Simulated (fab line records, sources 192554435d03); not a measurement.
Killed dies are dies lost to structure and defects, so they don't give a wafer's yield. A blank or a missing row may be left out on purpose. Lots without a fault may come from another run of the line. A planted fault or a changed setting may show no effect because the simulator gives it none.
A struck lot beside a sound one | flow n5_finfet | 15 steps out of a route of 1938
Sound: wafers L903.1, L903.4, L903.6. Struck: wafers L894.1, L894.5, L894.6. The cause comes at the end.
At each step with rows: each side's tool, then ch and its chambers, then its first start. Under that, the readings that differ: sound wafers | struck wafers | difference of the means | sigmas: that difference in standard deviations of wafers without a fault.
alike: readings whose means differ by less than 2 such deviations, and words and numbers that are the same on both sides. not compared: withheld readings, readings that some wafer has no value for, bounds like >300 that may hide the same value, and numbers for which the record gives no deviation and whose values overlap.
The two part at a step that has a row with sigmas, a row that says differs or no value, or rows on one side only. Numbers that don't overlap but have no deviation are shown without sigmas and don't part them. A reading that every wafer of one side lacks parts them only if that side has two wafers or more.

N5_GATE_CUT_INSPECT_15: inspects for defects (brightfield).
  sound on defect_inspect-01, day 8 18:32; struck on defect_inspect-02, day 6 11:33
  alike: raw_defect_count
N5_GATE_CUT_DESCUM_18: chemistry O2, time 7 s.
  sound on rie_diel-03 ch 0,1,3, day 8 18:38; struck on rie_diel-01 ch 0,1, day 6 11:35
  alike: drypump_motor_current_A, oes_product_au, rf_fwd_power_W, rf_vpp_V, showerhead_plenum_p_Torr, throttle_valve_pct
  not compared: rf_hours_counter_h
then, 6 steps without rows for these wafers: N5_GATE_CUT_ETCH_28 (etches underlayer in N2/H2, target depth 13 nm, time 10.4 s); N5_GATE_CUT_ETCH_36 (etches SiARC in CF4, target depth 13 nm, time 21.7 s); N5_GATE_CUT_ETCH_37 (etches SOC in N2/H2, target depth 60 nm, overetch 12 nm, time 90 s); N5_GATE_CUT_STRIP_38 (strips in N2/H2); N5_GATE_CUT_STRIP_39 (strips in N2/H2); N5_GATE_CUT_HM_OPEN_40 (chemistry C4F6/O2, target SiO2, target depth 139 nm, time 85.1 s).
N5_GATE_CUT_STRIP_41: strips in CF4.
  sound on rie_diel-03 ch 0,1,3, day 8 18:52; struck on rie_diel-01 ch 0,1, day 6 11:49
  alike: drypump_motor_current_A, oes_product_au, rf_fwd_power_W, rf_vpp_V, showerhead_plenum_p_Torr, throttle_valve_pct
  not compared: rf_hours_counter_h
N5_GATE_CUT_STRIP_42: strips in O2.
  sound on rie_diel-03 ch 0,1,3, day 8 18:53; struck on rie_diel-01 ch 0,1, day 6 11:50
  alike: drypump_motor_current_A, oes_product_au, rf_vpp_V, showerhead_plenum_p_Torr, throttle_valve_pct
  not compared: rf_hours_counter_h
N5_GATE_CUT_ETCH_19: etches SiNx in CH3F/O2, target depth 53.7 nm, time 76.7 s.
  sound on rie_diel-03 ch 0,1,3, day 8 18:56; struck on rie_diel-01 ch 0,1, day 6 11:52
  alike: drypump_motor_current_A, etch_rf_on_time_s, oes_product_au, rf_fwd_power_W, rf_vpp_V, showerhead_plenum_p_Torr, throttle_valve_pct
  not compared: rf_hours_counter_h
N5_GATE_CUT_CUT_ETCH_53: etches W in SF6/Cl2, target depth 79.2 nm.
  sound on rie_metal-01 ch 1, day 8 19:02; struck on rie_metal-02 ch 0,1, day 6 11:59
  reading                     | sound       | struck      | difference | sigmas
  drypump_motor_current_A (A) | 5.0 5.0 5.0 | 5.8 5.7 5.8 | +0.8       | +2
  alike: etch_rf_on_time_s, oes_product_au, rf_fwd_power_W, throttle_valve_pct
  not compared: rf_hours_counter_h
N5_GATE_CUT_CUT_ETCH_54: etches TiN in Cl2/BCl3, target depth 96.7 nm.
  sound on rie_metal-01 ch 1, day 8 19:09; struck on rie_metal-02 ch 0,1, day 6 12:02
  reading                     | sound          | struck         | difference | sigmas
  drypump_motor_current_A (A) | 5.0 5.0 5.0    | 5.8 5.8 5.8    | +0.8       | +2
  etch_rf_on_time_s (s)       | 36.0 35.9 35.9 | 22.7 21.2 22.6 | -13.8      | -16
  alike: oes_product_au, rf_fwd_power_W, throttle_valve_pct
  not compared: rf_hours_counter_h
then, 1 step without rows for these wafers: N5_GATE_CUT_CUT_ETCH_55 (etches HfO2 in BCl3, target depth 3.2 nm).
-- the record jumps here: 8 days lie between the struck wafers' starts before and after (it left off in module GATE_CUT and takes up again in module PASSIVATION, whose first step shown is number 1936 of the route) --
N5_PASSIVATION_PROBE_49:
  sound on prober-02, day 16 18:14; struck on prober-02, day 14 19:59
  reading            | sound | struck   | difference | sigmas
  killed_at_contacts | 8 9 4 | 23 20 21 | +14        | +2
  alike: killed_at_M0_to_M3, killed_at_M4_up, killed_at_front_end, killed_at_other, killed_dies, killed_open, killed_short

WHERE THEY PART
First at N5_GATE_CUT_CUT_ETCH_53; last, within this record, at N5_PASSIVATION_PROBE_49.

WHY: what the simulator had put in
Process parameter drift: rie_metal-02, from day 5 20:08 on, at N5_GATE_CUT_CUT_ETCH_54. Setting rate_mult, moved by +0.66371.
